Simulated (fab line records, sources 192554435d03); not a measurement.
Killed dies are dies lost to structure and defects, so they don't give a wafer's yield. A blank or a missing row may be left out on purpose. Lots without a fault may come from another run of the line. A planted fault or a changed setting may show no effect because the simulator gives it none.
A struck lot beside a sound one | flow n5_finfet | 15 steps out of a route of 1938
Sound: wafers L512.1, L512.3, L512.4. Struck: wafers L523.2, L523.3, L523.6. The cause comes at the end.
At each step with rows: each side's tool, then ch and its chambers, then its first start. Under that, the readings that differ: sound wafers | struck wafers | difference of the means | sigmas: that difference in standard deviations of wafers without a fault.
alike: readings whose means differ by less than 2 such deviations, and words and numbers that are the same on both sides. not compared: withheld readings, readings that some wafer has no value for, bounds like >300 that may hide the same value, and numbers for which the record gives no deviation and whose values overlap.
The two part at a step that has a row with sigmas, a row that says differs or no value, or rows on one side only. Numbers that don't overlap but have no deviation are shown without sigmas and don't part them. A reading that every wafer of one side lacks parts them only if that side has two wafers or more.

N5_BEOL_M2_INSPECT_30: inspects for defects (brightfield).
  sound on defect_inspect-02, day 8 09:04; struck on defect_inspect-02, day 11 04:09
  alike: raw_defect_count
then, 4 steps without rows for these wafers: N5_BEOL_M2_DESCUM_33 (chemistry O2, time 7 s); N5_BEOL_M2_ETCH_77 (etches underlayer in N2/H2, target depth 6.5 nm, time 5.2 s); N5_BEOL_M2_ETCH_69 (etches SiARC in CF4, target depth 15.6 nm, time 26 s); N5_BEOL_M2_ALD_98 (deposits SiO2, target thk 2.5 nm, pulse time 1 s, co reactant pulse time 1 s).
N5_BEOL_M2_ETCHBACK_99: etches SiO2 in CHF3, target depth 5 nm, time 10.4 s.
  sound on rie_diel-01 ch 0,1,3, day 8 10:00; struck on rie_diel-06 ch 2,3, day 11 09:39
  alike: CHF3_flow_sccm, drypump_motor_current_A, oes_product_au, rf_vpp_V, showerhead_plenum_p_Torr, throttle_valve_pct
  not compared: rf_hours_counter_h
N5_BEOL_M2_ETCH_70: etches SOC in N2/H2, target depth 80 nm, overetch 24 nm, time 130 s.
  sound on rie_diel-01 ch 0,1,3, day 8 10:02; struck on rie_diel-06 ch 2,3, day 11 09:41
  alike: bias_w, drypump_motor_current_A, oes_product_au, rf_vpp_V, showerhead_plenum_p_Torr, throttle_valve_pct
  not compared: rf_hours_counter_h
then, 2 steps without rows for these wafers: N5_BEOL_M2_STRIP_71 (strips in N2/H2); N5_BEOL_M2_STRIP_78 (strips in N2/H2).
N5_BEOL_M2_VIA_ETCH_34: etches the open film in C4F6/O2, target depth 69.4 nm, time 65.9 s.
  sound on rie_diel-01 ch 0,1,3, day 8 10:08; struck on rie_diel-06 ch 2,3, day 11 09:47
  alike: C4F6_flow_sccm, bias_w, drypump_motor_current_A, oes_product_au, rf_vpp_V, showerhead_plenum_p_Torr, throttle_valve_pct
  not compared: rf_hours_counter_h
then, 1 step without rows for these wafers: N5_BEOL_M2_STRIP_83 (strips in C4F6/O2).
N5_BEOL_M2_STRIP_36: strips in N2/H2.
  sound on rie_diel-01 ch 0,1,3, day 8 10:12; struck on rie_diel-06 ch 2,3, day 11 09:51
  alike: drypump_motor_current_A, oes_product_au, power_w, rf_vpp_V, showerhead_plenum_p_Torr, throttle_valve_pct
  not compared: rf_hours_counter_h
N5_BEOL_M2_TRENCH_ETCH_37: etches SiOC in C4F6/O2, target depth 55.555 nm, time 29.2 s.
  sound on rie_diel-01 ch 0,1,3, day 8 10:14; struck on rie_diel-06 ch 2,3, day 11 09:53
  reading      | sound             | struck            | difference | sigmas
  bias_w (W)   | 184.8 184.4 184.7 | 193.6 193.7 194.0 | +9.1       | +17
  rf_vpp_V (V) | 661 673 648       | 708 701 700       | +42        | +3
  alike: C4F6_flow_sccm, drypump_motor_current_A, oes_product_au, showerhead_plenum_p_Torr, throttle_valve_pct
  not compared: rf_hours_counter_h
N5_BEOL_M2_ETCH_41: etches SiCN in CH3F/O2, target depth 29.9 nm, time 52.5 s.
  sound on rie_diel-01 ch 0,1,3; struck on rie_diel-06 ch 2,3
  alike: bias_w, drypump_motor_current_A, oes_product_au, rf_vpp_V, showerhead_plenum_p_Torr, throttle_valve_pct
  not compared: rf_hours_counter_h
N5_BEOL_M4_RC_MEAS_101:
  sound on prober-01 ch 0, day 9 21:52; struck on prober-02 ch 0, day 12 16:23
  alike: DIBL_N, DIBL_P, IOFF_N, IOFF_P, ION_N, ION_P, SS_N, SS_P, VT_N, VT_P

WHERE THEY PART
Only at N5_BEOL_M2_TRENCH_ETCH_37, within this record. Later steps at which nothing parts them and some readings are alike: N5_BEOL_M2_ETCH_41, N5_BEOL_M4_RC_MEAS_101.

WHY: what the simulator had put in
Process parameter drift: rie_diel-06, from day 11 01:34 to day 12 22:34, at N5_BEOL_M2_TRENCH_ETCH_37. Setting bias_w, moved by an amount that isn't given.
